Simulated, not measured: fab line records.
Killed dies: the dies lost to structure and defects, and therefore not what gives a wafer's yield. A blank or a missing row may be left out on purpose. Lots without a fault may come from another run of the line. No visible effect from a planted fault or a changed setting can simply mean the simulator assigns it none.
Chamber matching / flow n5Finfet / cvdCo-02 running N5_BEOL_M4_CO_CAP_55: 3 sister chambers
The step material Co, precursor CCTBA/H2, target thk 2 nm, time 102.1 s. 6 wafers are shown with their chamber, then 12 later ones without.

EACH WAFER AND ITS CHAMBER
wafer=L089.1; chamber=2; heaterPowerW (W)=222
wafer=L089.3; chamber=1; heaterPowerW (W)=235
wafer=L089.4; chamber=1; heaterPowerW (W)=234
wafer=L086.2; chamber=0; heaterPowerW (W)=223
wafer=L086.4; chamber=2; heaterPowerW (W)=228
wafer=L086.5; chamber=0; heaterPowerW (W)=223

WAFERS WITH NO CHAMBER GIVEN
wafer=L090.1; heaterPowerW (W)=224
wafer=L090.2; heaterPowerW (W)=230
wafer=L090.6; heaterPowerW (W)=230
wafer=L094.1; heaterPowerW (W)=222
wafer=L094.2; heaterPowerW (W)=229
wafer=L094.6; heaterPowerW (W)=224
wafer=L095.2; heaterPowerW (W)=222
wafer=L095.3; heaterPowerW (W)=240
wafer=L095.5; heaterPowerW (W)=224
wafer=L096.2; heaterPowerW (W)=223
wafer=L096.5; heaterPowerW (W)=236
wafer=L096.6; heaterPowerW (W)=229

CHAMBER TAKEN BY EACH
wafer=L090.1; from the rows above=can't be placed: 0 or 2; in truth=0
wafer=L090.2; from the rows above=can't be placed: 1 or 2 or 0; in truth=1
wafer=L090.6; from the rows above=can't be placed: 1 or 2 or 0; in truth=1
wafer=L094.1; from the rows above=can't be placed: 0 or 2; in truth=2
wafer=L094.2; from the rows above=can't be placed: 2 or 1 or 0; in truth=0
wafer=L094.6; from the rows above=can't be placed: 0 or 2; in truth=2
wafer=L095.2; from the rows above=can't be placed: 0 or 2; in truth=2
wafer=L095.3; from the rows above=1; in truth=1
wafer=L095.5; from the rows above=can't be placed: 0 or 2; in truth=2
wafer=L096.2; from the rows above=can't be placed: 0 or 2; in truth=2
wafer=L096.5; from the rows above=1; in truth=1
wafer=L096.6; from the rows above=can't be placed: 2 or 1 or 0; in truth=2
Placed correctly: 2 of 12. From these rows, 10 cannot be placed; in 10 the true chamber is one of the candidates. Placed wrongly: 0.
How it was worked out, from the rows above alone: a wafer's distance from a chamber is the root of the sum, over the readings, of the square of ((its reading less the chamber's mean) divided by the reading's scatter). The wafer belongs to the nearest chamber; if the next one is less than 2 further off, it can't be placed. A chamber's mean is the mean of its shown wafers. The scatter is the square root of a quotient: the sum, over the shown wafers, of each reading's squared deviation from its chamber's mean, divided by wafers minus chambers.
